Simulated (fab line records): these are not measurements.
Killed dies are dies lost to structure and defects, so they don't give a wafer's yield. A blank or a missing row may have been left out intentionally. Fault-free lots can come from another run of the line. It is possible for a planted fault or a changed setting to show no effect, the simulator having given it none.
fab line records || flow n5Finfet
record: {"lots": 3, "wafers": 8, "lastDay": 17}
route steps=1938 shown MOL_CONTACT_COAG@551 BEOL_M4@1111
lots untouched by any fault: they come from a run of this same line in which no faults occurred
startH: the number of hours between the record's first day and the start of the first shown wafer of the lot || waitH: time in hours since the lot's previous step || " as in the row above || L1.1+2: a row that stands for several wafers || - no value, or no start was given || * or withheld: withheld || < > ~ a bound
route shown NAME@n: NAME is a module with steps in the file, n the number in the route of the first one || usual: mean/standard deviation of fault-free wafers || same: alike in all rows || chamber/n: place in a boat || sites: per-site readings || _std_site: standard deviation across them || _edge_site: mean of outer sites minus mean of inner sites || radiusMm: how far each site lies from the wafer's centre || mask NAME#n: copy n || behind: the last tool/chamber to shape the wafer || hold: what put the lot on hold/how long, in hours/how the hold closed || device: the transistor (n, p or np) that didn't switch || end of line: tests of these same wafers at the route's end || a step given without rows: its recipe and nothing more || killed: dies that structure and defects cost at the first sort, which is not the same as the wafer's yield || map: shows each die of a wafer: x if killed, . if not, _ if none is there
set.NAME: the setting that was run; set.NAME@STEP: the one run at that earlier step || model.NAME: the simulator's own value behind a step, which no gauge read
lots seen at some steps along the route; tables by step, rows by wafer
services: when a tool's chamber went out of use (startH, in hours from the record's first day, below 0 if earlier), for how many hours, and the reason
== steps ==
step: N5_MOL_CONTACT_COAG_SPUTTER_130
recipe: {"material": "Co", "targetThkA": 475, "tempC": 25, "chamberPressurePa": 0.5, "powerW": 3000}
step: N5_MOL_CONTACT_COAG_PRECLEAN_125
recipe: {"chemistry": "DIW", "timeS": 57.5, "tempC": 23}
step: N5_MOL_CONTACT_COAG_SRD_126
recipe: {"dryTimeS": 32, "dry": "n2Spin", "spinRpm": 1500}
step: N5_MOL_CONTACT_COAG_CMP_23
recipe: {"stopOn": "SiO2", "tOverpolishS": 1.5, "postCmpClean": "cuAlkaline", "downForcePsi": 2, "platenRpm": 50.289, "padVelocityMS": 1.0006, "targetThkNm": 0}
step: N5_MOL_CONTACT_COAG_WET_ETCH_26
recipe: {"target": "Co", "targetDepthNm": 13}
step: N5_MOL_CONTACT_COAG_WET_ETCH_116
recipe: {"chemistry": "SC1-inhibited", "targetDepthNm": 4.6, "dry": "ipaMarangoni", "rinseTimeS": 30, "rinseTempC": 23}
step: N5_MOL_CONTACT_COAG_ALD_27
recipe: {"material": "SiOC", "targetThkA": 170, "tempC": 400, "aldPrecursorFamily": "carbosiloxane", "aldCoReactant": "H2-plasma", "pulseTimeS": 1.5, "timeS": 2720, "purgeTimeS": 2, "coReactantPurgeTimeS": 2, "aldCycles": 340, "pressureTorr": 2}
step: N5_MOL_CONTACT_COAG_CMP_28
recipe: {"stopOn": "SiNx", "tOverpolishS": 0.85, "postCmpClean": "alkalineBrush", "downForcePsi": 4.15, "platenRpm": 51.8, "padVelocityMS": 1.0307, "targetThkNm": 14.522}
step: N5_MOL_CONTACT_COAG_ALD_123
recipe: {"material": "SiNx", "targetThkA": 50, "tempC": 400, "aldPrecursorFamily": "SiH2I2", "aldCoReactant": "N2/H2-plasma", "pulseTimeS": 1, "purgeTimeS": 2, "coReactantPurgeTimeS": 2, "aldCycles": 100, "pressureTorr": 2}
step: N5_MOL_CONTACT_COAG_PECVD_31
recipe: {"material": "SiO2", "targetThkA": 460, "tempC": 400, "precursor": "TEOS/O2", "pressureTorr": 6.5, "rfW": "withheld", "teosFlowSccm": "withheld", "gas": "O2", "flowSccm": 2650, "timeS": 8.9}
{"lot.wafer": "L529.4", "tool": "pecvd-04", "chamber": 0, "startH": 108.06, "waitH": 0.0, "model.SiO2_of_MOL_CONTACT_COAG_PECVD_31.thkNm": 45.2}
{"lot.wafer": "L529.5", "tool": "pecvd-04", "chamber": 1, "startH": 108.06, "waitH": 0.0, "model.SiO2_of_MOL_CONTACT_COAG_PECVD_31.thkNm": 46}
{"lot.wafer": "L529.6", "tool": "pecvd-04", "chamber": 2, "startH": 108.06, "waitH": 0.0, "model.SiO2_of_MOL_CONTACT_COAG_PECVD_31.thkNm": 46.4}
{"lot.wafer": "L540.2", "tool": "pecvd-04", "chamber": 2, "startH": 170.40, "waitH": 0.3, "model.SiO2_of_MOL_CONTACT_COAG_PECVD_31.thkNm": 18.8}
{"lot.wafer": "L540.6", "tool": "pecvd-04", "chamber": 0, "startH": 170.40, "waitH": 0.3, "model.SiO2_of_MOL_CONTACT_COAG_PECVD_31.thkNm": 18}
{"lot.wafer": "L549.1", "tool": "pecvd-03", "chamber": 1, "startH": 222.19, "waitH": 0.3, "model.SiO2_of_MOL_CONTACT_COAG_PECVD_31.thkNm": 46}
{"lot.wafer": "L549.3", "tool": "pecvd-03", "chamber": 2, "startH": 222.19, "waitH": 0.3, "model.SiO2_of_MOL_CONTACT_COAG_PECVD_31.thkNm": 45.6}
{"lot.wafer": "L549.5", "tool": "pecvd-03", "chamber": 1, "startH": 222.19, "waitH": 0.3, "model.SiO2_of_MOL_CONTACT_COAG_PECVD_31.thkNm": 46.6}
step: N5_MOL_CONTACT_COAG_COAT_75
recipe: {"resist": "SOC", "tempC": 250, "timeS": 60, "spinRpm": 1500, "resistThkNm": 60}
step: N5_MOL_CONTACT_COAG_COAT_76
recipe: {"resist": "SiARC", "tempC": 220, "timeS": 60, "spinRpm": 1500, "resistThkNm": 10}
step: N5_MOL_CONTACT_COAG_COAT_77
recipe: {"resist": "underlayer", "tempC": 205, "timeS": 60, "spinRpm": 1500, "resistThkNm": 10}
step: N5_MOL_CONTACT_COAG_COAT_78
recipe: {"resist": "CAR-EUV", "spinRpm": 1500, "resistThkNm": 40}
step: N5_MOL_CONTACT_COAG_EBR_80
recipe: {"solvent": "PGMEA", "ebrWidthMm": 1.5}
step: N5_MOL_CONTACT_COAG_SOFTBAKE_79
recipe: {"tempC": 110, "timeS": 60, "resist": "CAR-EUV"}
step: N5_MOL_CONTACT_COAG_EXPOSE_81
recipe: {"maskId": "VG", "na": 0.33, "sourceShape": "annular", "sigmaInner": 0.3, "sigmaOuter": 0.7, "polarization": "unpolarized", "defocusNm": 0, "doseMj": 59.5}
step: N5_MOL_CONTACT_COAG_PEB_82
recipe: {"pebTempC": 100, "pebTimeS": 60, "resist": "CAR-EUV"}
step: N5_MOL_CONTACT_COAG_DEVELOP_83
recipe: {"developTimeS": 30, "developer": "TMAH", "resist": "CAR-EUV", "rinseLiquid": "surfactantRinse", "dry": "airSpin", "devTempC": 23}
step: N5_MOL_CONTACT_COAG_DESCUM_88
recipe: {"chemistry": "O2", "timeS": 7, "sourcePowerW": 50, "biasPowerW": 20, "pressureMtorr": 20, "rfFrequencyHz": 2.712e+07, "tempC": 40, "resist": "CAR-EUV", "o2FlowSccm": 225}
step: N5_MOL_CONTACT_COAG_ETCH_89
recipe: {"chemistry": "N2/H2", "target": "underlayer", "targetDepthA": 130, "maskMaterial": "CAR-EUV", "timeS": 10.4, "ionEnergyEv": 200, "pressureMtorr": 30, "sourceW": 840, "biasW": 150, "n2FlowSccm": 200, "h2FlowSccm": 200, "ends": "cleared"}
step: N5_MOL_CONTACT_COAG_ETCH_90
recipe: {"chemistry": "CF4", "target": "SiARC", "targetDepthA": 130, "maskMaterial": "CAR-EUV", "timeS": 21.7, "ionEnergyEv": 80, "pressureMtorr": 40, "sourceW": 545, "biasW": 36, "Ar_flow_sccm": 100, "cf4FlowSccm": 100, "ends": "cleared"}
step: N5_MOL_CONTACT_COAG_ALD_131
recipe: {"material": "SiO2", "targetThkA": 50, "tempC": 100, "aldPrecursorFamily": "BDEAS", "aldCoReactant": "O2-plasma", "pulseTimeS": 1, "coReactantPulseTimeS": 1, "purgeTimeS": 2, "coReactantPurgeTimeS": 2, "aldCycles": 35, "pressureTorr": 2}
step: N5_MOL_CONTACT_COAG_ETCHBACK_132
recipe: {"chemistry": "CHF3", "target": "SiO2", "targetDepthA": 100, "timeS": 6.7, "ionEnergyEv": 200, "pressureMtorr": 30, "sourceW": 610, "biasW": 170, "Ar_flow_sccm": 200, "CHF3_flow_sccm": 50}
step: N5_MOL_CONTACT_COAG_ETCH_91
recipe: {"chemistry": "N2/H2", "target": "SOC", "targetDepthA": 600, "overetchA": 210, "maskMaterial": "SiARC", "tempC": 40, "timeS": 101.2, "ionEnergyEv": 200, "pressureMtorr": 30, "sourceW": 840, "biasW": 150, "n2FlowSccm": 200, "h2FlowSccm": 200}
step: N5_MOL_CONTACT_COAG_STRIP_92
recipe: {"chemistry": "N2/H2", "tempC": 40, "n2FlowSccm": 200, "h2FlowSccm": 200, "rfFrequencyHz": 6e+07}
step: N5_MOL_CONTACT_COAG_STRIP_93
recipe: {"chemistry": "N2/H2", "tempC": 40, "n2FlowSccm": 200, "h2FlowSccm": 200, "rfFrequencyHz": 6e+07}
step: N5_MOL_CONTACT_COAG_ETCHBACK_135
recipe: {"chemistry": "CHF3", "target": "SiO2", "targetDepthA": 250, "timeS": 16.7, "ionEnergyEv": 200, "pressureMtorr": 30, "sourceW": 610, "biasW": 170, "Ar_flow_sccm": 200, "CHF3_flow_sccm": 50}
step: N5_MOL_CONTACT_COAG_STRIP_118
recipe: {"chemistry": "CHF3", "resist": "SiARC", "rfFrequencyHz": 6e+07}
step: N5_MOL_CONTACT_COAG_VIA_ETCH_46
recipe: {"chemistry": "C4F6/O2", "targetDepthA": 460, "overetchA": 92, "maskMaterial": "SOC", "target": "SiO2", "biasW": 455, "pressureMtorr": 10, "timeS": 40, "sourceW": 325, "Ar_flow_sccm": 300, "C4F6_flow_sccm": 10, "O2_flow_sccm": 10, "ionEnergyEv": 575.3, "ends": "endPoint"}
usual: {"drypumpMotorCurrentA": "5.8/0.45", "oesProductAu": "0.72/0.081", "rfVppV": "1581/15", "showerheadPlenumPTorr": "2.84/0.09", "throttleValvePct": "40.71/0.25"}
{"lot.wafer": "L529.4", "tool": "rieDiel-02", "chamber": 3, "startH": 109.01, "waitH": 0.0, "drypumpMotorCurrentA": 5.9, "oesProductAu": 0.74, "rfHoursCounterH": "-", "rfVppV": 1599, "showerheadPlenumPTorr": 2.89, "throttleValvePct": 40.92, "model.etch.depthNm": 45.23}
{"lot.wafer": "L529.5", "tool": "rieDiel-02", "chamber": 1, "startH": 109.01, "waitH": 0.0, "drypumpMotorCurrentA": 4.8, "oesProductAu": 0.63, "rfHoursCounterH": "-", "rfVppV": 1581, "showerheadPlenumPTorr": 2.71, "throttleValvePct": 40.81, "model.etch.depthNm": 45.95}
{"lot.wafer": "L529.6", "tool": "rieDiel-02", "chamber": 0, "startH": 109.01, "waitH": 0.0, "drypumpMotorCurrentA": 5.5, "oesProductAu": 0.73, "rfHoursCounterH": "-", "rfVppV": 1581, "showerheadPlenumPTorr": 2.88, "throttleValvePct": 40.60, "model.etch.depthNm": 46.42}
{"lot.wafer": "L540.2", "tool": "rieDiel-02", "chamber": 3, "startH": 171.39, "waitH": 0.0, "drypumpMotorCurrentA": 5.8, "oesProductAu": 0.47, "rfHoursCounterH": 91, "rfVppV": 1600, "showerheadPlenumPTorr": 2.88, "throttleValvePct": 40.68, "model.etch.depthNm": 18.82}
{"lot.wafer": "L540.6", "tool": "rieDiel-02", "chamber": 1, "startH": 171.39, "waitH": 0.0, "drypumpMotorCurrentA": 4.8, "oesProductAu": 0.40, "rfHoursCounterH": "-", "rfVppV": 1579, "showerheadPlenumPTorr": 2.70, "throttleValvePct": 40.57, "model.etch.depthNm": 17.92}
{"lot.wafer": "L549.1", "tool": "rieDiel-03", "chamber": 2, "startH": 223.29, "waitH": 0.0, "drypumpMotorCurrentA": 6.4, "oesProductAu": 0.63, "rfHoursCounterH": 215, "rfVppV": 1601, "showerheadPlenumPTorr": 2.69, "throttleValvePct": 40.66, "model.etch.depthNm": 45.95}
{"lot.wafer": "L549.3", "tool": "rieDiel-03", "chamber": 1, "startH": 223.29, "waitH": 0.0, "drypumpMotorCurrentA": 5.8, "oesProductAu": 0.63, "rfHoursCounterH": 222, "rfVppV": 1587, "showerheadPlenumPTorr": 2.92, "throttleValvePct": 40.58, "model.etch.depthNm": 45.55}
{"lot.wafer": "L549.5", "tool": "rieDiel-03", "chamber": 2, "startH": 223.29, "waitH": 0.0, "drypumpMotorCurrentA": 6.4, "oesProductAu": 0.64, "rfHoursCounterH": "-", "rfVppV": 1601, "showerheadPlenumPTorr": 2.69, "throttleValvePct": 40.66, "model.etch.depthNm": 46.66}
step: N5_MOL_CONTACT_COAG_STRIP_96
recipe: {"chemistry": "N2/H2", "powerW": 500, "tempC": 40, "pressureMtorr": 50, "rfFrequencyHz": 6e+07, "overashFraction": 0.3, "biasPowerW": 28, "h2Frac": 0.5, "n2FlowSccm": 300, "h2FlowSccm": 300}
step: N5_MOL_CONTACT_COAG_ETCH_47
recipe: {"chemistry": "CH3F/O2", "target": "SiNx", "targetDepthA": 270, "maskMaterial": "SiO2", "stopOn": "W", "overEtchFrac": 0.2, "ionEnergyEv": 120, "endpoint": "OES-CN", "pressureMtorr": 30, "sourceW": 395, "biasW": 73, "Ar_flow_sccm": 150, "CH3F_flow_sccm": 30, "O2_flow_sccm": 20, "ends": "endPoint"}
step: N5_MOL_CONTACT_COAG_STRIP_119
recipe: {"chemistry": "N2/H2", "timeS": 30, "powerW": 1000, "tempC": 250, "pressureMtorr": "withheld", "n2FlowSccm": 1750, "h2FlowSccm": 3250}
step: N5_MOL_CONTACT_COAG_PRECLEAN_144
recipe: {"chemistry": "alkalineClean", "tempC": 60, "timeS": 60, "doPpb": 50}
step: N5_MOL_CONTACT_COAG_SRD_145
recipe: {"dry": "ipaMarangoni", "timeS": 30, "tempC": 23, "rinseLiquid": "diw"}
step: N5_MOL_CONTACT_COAG_CMP_52
recipe: {"stopOn": "SiO2", "tOverpolishS": 1.5, "postCmpClean": "wDiluteNh4oh", "downForcePsi": 4, "platenRpm": 50.289, "padVelocityMS": 1.0006, "targetThkNm": 66.5}
usual: {"motorCurrentA": "12.5/1.1", "slurryFilterDpKPa": "13.51/0.15"}
{"lot.wafer": "L529.4", "tool": "cmp-03", "chamber": 0, "startH": 111.45, "waitH": 0.1, "motorCurrentA": 14.1, "slurryFilterDpKPa": 13.45, "model.SiO2_of_MOL_CONTACT_COAG_PECVD_31.thkNm": 43.2}
{"lot.wafer": "L529.6", "tool": "cmp-03", "chamber": 1, "startH": 111.45, "waitH": 0.1, "motorCurrentA": 11.9, "slurryFilterDpKPa": 13.50, "model.SiO2_of_MOL_CONTACT_COAG_PECVD_31.thkNm": 44.4}
{"lot.wafer": "L529.5", "tool": "cmp-03", "chamber": 2, "startH": 111.45, "waitH": 0.1, "motorCurrentA": 10.6, "slurryFilterDpKPa": 13.55, "model.SiO2_of_MOL_CONTACT_COAG_PECVD_31.thkNm": 44}
{"lot.wafer": "L540.2", "tool": "cmp-02", "chamber": 2, "startH": 173.66, "waitH": 0.1, "motorCurrentA": 13.8, "slurryFilterDpKPa": 13.59, "model.SiO2_of_MOL_CONTACT_COAG_PECVD_31.thkNm": 16.8}
{"lot.wafer": "L540.6", "tool": "cmp-02", "chamber": 1, "startH": 173.66, "waitH": 0.1, "motorCurrentA": 13.0, "slurryFilterDpKPa": 13.15, "model.SiO2_of_MOL_CONTACT_COAG_PECVD_31.thkNm": 15.8}
{"lot.wafer": "L549.3", "tool": "cmp-03", "chamber": 3, "startH": 225.91, "waitH": 0.1, "motorCurrentA": 10.4, "slurryFilterDpKPa": 13.57, "model.SiO2_of_MOL_CONTACT_COAG_PECVD_31.thkNm": 43.4}
{"lot.wafer": "L549.1", "tool": "cmp-03", "chamber": 0, "startH": 225.91, "waitH": 0.1, "motorCurrentA": 12.8, "slurryFilterDpKPa": 13.43, "model.SiO2_of_MOL_CONTACT_COAG_PECVD_31.thkNm": 43.8}
{"lot.wafer": "L549.5", "tool": "cmp-03", "chamber": 1, "startH": 225.91, "waitH": 0.1, "motorCurrentA": 12.3, "slurryFilterDpKPa": 13.56, "model.SiO2_of_MOL_CONTACT_COAG_PECVD_31.thkNm": 44.6}
step: N5_MOL_CONTACT_COAG_THK_MEAS_53
recipe: {"reads": "SiO2_of_MOL_CONTACT_COAG_PECVD_31"}
usual: {"VIA_MOL_THK": "43.9/0.56"}
{"lot.wafer": "L529.4", "tool": "filmMetro-02", "chamber": "-", "startH": 111.63, "waitH": "-", "VIA_MOL_THK[nm]": 43.1}
{"lot.wafer": "L529.5", "tool": "filmMetro-02", "chamber": "-", "startH": 111.63, "waitH": "-", "VIA_MOL_THK[nm]": 43.9}
{"lot.wafer": "L529.6", "tool": "filmMetro-02", "chamber": "-", "startH": 111.63, "waitH": "-", "VIA_MOL_THK[nm]": 44.4}
{"lot.wafer": "L540.2", "tool": "filmMetro-01", "chamber": "-", "startH": 173.92, "waitH": "-", "VIA_MOL_THK[nm]": 16.7}
{"lot.wafer": "L540.6", "tool": "filmMetro-01", "chamber": "-", "startH": 173.92, "waitH": "-", "VIA_MOL_THK[nm]": 15.9}
{"lot.wafer": "L549.1", "tool": "filmMetro-02", "chamber": "-", "startH": 226.13, "waitH": "-", "VIA_MOL_THK[nm]": 43.9}
{"lot.wafer": "L549.3", "tool": "filmMetro-02", "chamber": "-", "startH": 226.13, "waitH": "-", "VIA_MOL_THK[nm]": 43.5}
{"lot.wafer": "L549.5", "tool": "filmMetro-02", "chamber": "-", "startH": 226.13, "waitH": "-", "VIA_MOL_THK[nm]": 44.5}
step: N5_BEOL_M4_RC_MEAS_101
usual: {"DIBL_N": "36.4/1.2", "DIBL_P": "36.1/1.6", "IOFF_N": "0.156/0.024", "IOFF_P": "0.21/0.031", "ION_N": "674/11", "ION_P": "463/6.9", "SS_N": "71.5/0.5", "SS_P": "73.2/0.55", "VT_N": "250.0/2.9", "VT_P": "-250/3.6"}
{"lot.wafer": "L529.4", "tool": "prober-01", "chamber": 0, "startH": 168.34, "waitH": 0.5, "DIBL_N[mV/V]": 34.8, "DIBL_P[mV/V]": 33.9, "IOFF_N[nA/um]": 0.139, "IOFF_P[nA/um]": 0.22, "ION_N[uA/um]": 675, "ION_P[uA/um]": 475, "SS_N[mV/dec]": 71.8, "SS_P[mV/dec]": 72.6, "VT_N[mV]": 248.1, "VT_P[mV]": -245}
{"lot.wafer": "L529.5", "tool": "prober-01", "chamber": 0, "startH": 168.34, "waitH": 0.5, "DIBL_N[mV/V]": 36.0, "DIBL_P[mV/V]": 34.2, "IOFF_N[nA/um]": 0.144, "IOFF_P[nA/um]": 0.21, "ION_N[uA/um]": 680, "ION_P[uA/um]": 470, "SS_N[mV/dec]": 72.0, "SS_P[mV/dec]": 72.8, "VT_N[mV]": 250.9, "VT_P[mV]": -248}
{"lot.wafer": "L529.6", "tool": "prober-01", "chamber": 0, "startH": 168.34, "waitH": 0.5, "DIBL_N[mV/V]": 36.9, "DIBL_P[mV/V]": 36.6, "IOFF_N[nA/um]": 0.171, "IOFF_P[nA/um]": 0.26, "ION_N[uA/um]": 688, "ION_P[uA/um]": 473, "SS_N[mV/dec]": 71.5, "SS_P[mV/dec]": 73.7, "VT_N[mV]": 247.8, "VT_P[mV]": -246}
{"lot.wafer": "L540.2", "tool": "prober-01", "chamber": 0, "startH": 227.44, "waitH": 0.2, "DIBL_N[mV/V]": 35.3, "DIBL_P[mV/V]": 34.5, "IOFF_N[nA/um]": 0.137, "IOFF_P[nA/um]": 0.20, "ION_N[uA/um]": 660, "ION_P[uA/um]": 460, "SS_N[mV/dec]": 71.8, "SS_P[mV/dec]": 72.8, "VT_N[mV]": 252.2, "VT_P[mV]": -252}
{"lot.wafer": "L540.6", "tool": "prober-01", "chamber": 0, "startH": 227.44, "waitH": 0.2, "DIBL_N[mV/V]": 35.7, "DIBL_P[mV/V]": 34.9, "IOFF_N[nA/um]": 0.156, "IOFF_P[nA/um]": 0.21, "ION_N[uA/um]": 666, "ION_P[uA/um]": 457, "SS_N[mV/dec]": 71.6, "SS_P[mV/dec]": 73.5, "VT_N[mV]": 250.9, "VT_P[mV]": -250}
{"lot.wafer": "L549.1", "tool": "prober-02", "chamber": 0, "startH": 300.83, "waitH": 0.0, "DIBL_N[mV/V]": 36.3, "DIBL_P[mV/V]": 35.0, "IOFF_N[nA/um]": 0.132, "IOFF_P[nA/um]": 0.18, "ION_N[uA/um]": 678, "ION_P[uA/um]": 460, "SS_N[mV/dec]": 70.2, "SS_P[mV/dec]": 72.7, "VT_N[mV]": 252.7, "VT_P[mV]": -253}
{"lot.wafer": "L549.3", "tool": "prober-02", "chamber": 0, "startH": 300.83, "waitH": 0.0, "DIBL_N[mV/V]": 35.9, "DIBL_P[mV/V]": 34.9, "IOFF_N[nA/um]": 0.130, "IOFF_P[nA/um]": 0.17, "ION_N[uA/um]": 667, "ION_P[uA/um]": 454, "SS_N[mV/dec]": 71.5, "SS_P[mV/dec]": 72.4, "VT_N[mV]": 253.0, "VT_P[mV]": -257}
{"lot.wafer": "L549.5", "tool": "prober-02", "chamber": 0, "startH": 300.83, "waitH": 0.0, "DIBL_N[mV/V]": 36.5, "DIBL_P[mV/V]": 35.0, "IOFF_N[nA/um]": 0.133, "IOFF_P[nA/um]": 0.18, "ION_N[uA/um]": 671, "ION_P[uA/um]": 462, "SS_N[mV/dec]": 71.3, "SS_P[mV/dec]": 73.5, "VT_N[mV]": 252.2, "VT_P[mV]": -254}
== services ==
{"tool": "pecvd-03", "chamber": 2, "startH": 95.86, "hours": 2.1, "kind": "scheduledDown"}
{"tool": "cmp-02", "chamber": "-", "startH": 104.25, "hours": 0.9, "kind": "repair"}
{"tool": "cmp-03", "chamber": "-", "startH": 106.39, "hours": 1.6, "kind": "repair"}
{"tool": "rieDiel-02", "chamber": 2, "startH": 108.20, "hours": "-", "kind": "clean"}
{"tool": "rieDiel-02", "chamber": 2, "startH": 108.20, "hours": "-", "kind": "consumableReplace:focusRing"}
{"tool": "rieDiel-02", "chamber": 2, "startH": 108.20, "hours": 21.8, "kind": "scheduledDown"}
{"tool": "rieDiel-02", "chamber": 2, "startH": 108.20, "hours": 21.8, "kind": "ventCycle"}
{"tool": "cmp-03", "chamber": "-", "startH": 120.56, "hours": 4.7, "kind": "pm"}
{"tool": "cmp-02", "chamber": "-", "startH": 124.95, "hours": 4.0, "kind": "pm"}
{"tool": "cmp-03", "chamber": "-", "startH": 133.54, "hours": 4.0, "kind": "repair"}
{"tool": "rieDiel-02", "chamber": 3, "startH": 152.96, "hours": 1.8, "kind": "repair"}
{"tool": "pecvd-04", "chamber": "-", "startH": 154.32, "hours": 2.8, "kind": "pm"}
{"tool": "rieDiel-03", "chamber": 0, "startH": 165.62, "hours": 14.4, "kind": "repair"}
{"tool": "cmp-03", "chamber": "-", "startH": 167.87, "hours": 1.6, "kind": "repair"}
{"tool": "rieDiel-02", "chamber": 0, "startH": 174.77, "hours": 2.9, "kind": "repair"}
{"tool": "rieDiel-03", "chamber": 0, "startH": 180.07, "hours": "-", "kind": "clean"}
{"tool": "rieDiel-03", "chamber": 0, "startH": 180.07, "hours": "-", "kind": "consumableReplace:focusRing"}
{"tool": "rieDiel-03", "chamber": 0, "startH": 180.07, "hours": 19.5, "kind": "scheduledDown"}
{"tool": "rieDiel-03", "chamber": 0, "startH": 180.07, "hours": 19.5, "kind": "ventCycle"}
{"tool": "cmp-03", "chamber": "-", "startH": 181.19, "hours": 5.3, "kind": "repair"}
{"tool": "cmp-02", "chamber": "-", "startH": 183.50, "hours": 0.6, "kind": "repair"}
{"tool": "pecvd-04", "chamber": 0, "startH": 190.36, "hours": 5.5, "kind": "scheduledDown"}
{"tool": "rieDiel-03", "chamber": 3, "startH": 199.55, "hours": "-", "kind": "clean"}
{"tool": "cmp-03", "chamber": "-", "startH": 208.50, "hours": 1.8, "kind": "repair"}
== key ==
firstSign: {"step": "N5_MOL_CONTACT_COAG_VIA_ETCH_46", "reading": "oesProductAu", "direction": "down", "sigmas": 3.4, "usual": 0.72, "struck": 0.44}
effect: {"step": "N5_MOL_CONTACT_COAG_THK_MEAS_53", "reading": "VIA_MOL_THK", "direction": "down", "sigmas": 50, "usual": 43.9, "struck": 16.3}
modelEffect: {"step": "N5_MOL_CONTACT_COAG_PECVD_31", "value": "SiO2_of_MOL_CONTACT_COAG_PECVD_31.thkNm", "without": 45.8, "struck": 18.4}
modelEffect: {"step": "N5_MOL_CONTACT_COAG_VIA_ETCH_46", "value": "etch.depthNm", "without": 45.8, "struck": 18.37}
modelEffect: {"step": "N5_MOL_CONTACT_COAG_CMP_52", "value": "SiO2_of_MOL_CONTACT_COAG_PECVD_31.thkNm", "without": 43.7, "struck": 16.3}
metAt N5_MOL_CONTACT_COAG_PECVD_31
struckWafers L540.2,L540.6
onsetBetween 108.06 170.40
alsoFits N5_MOL_CONTACT_COAG_VIA_ETCH_46:rieDiel-02
fault: {"kind": "processParameterDrift", "tool": "pecvd-04", "chamber": "-", "onsetH": 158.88, "steps": "N5_MOL_CONTACT_COAG_PECVD_31", "channel": "timeS", "offset": "*", "shape": "step", "endH": 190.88, "scope": "struckWafersOnly", "actsIn": "*", "stated": "*"}
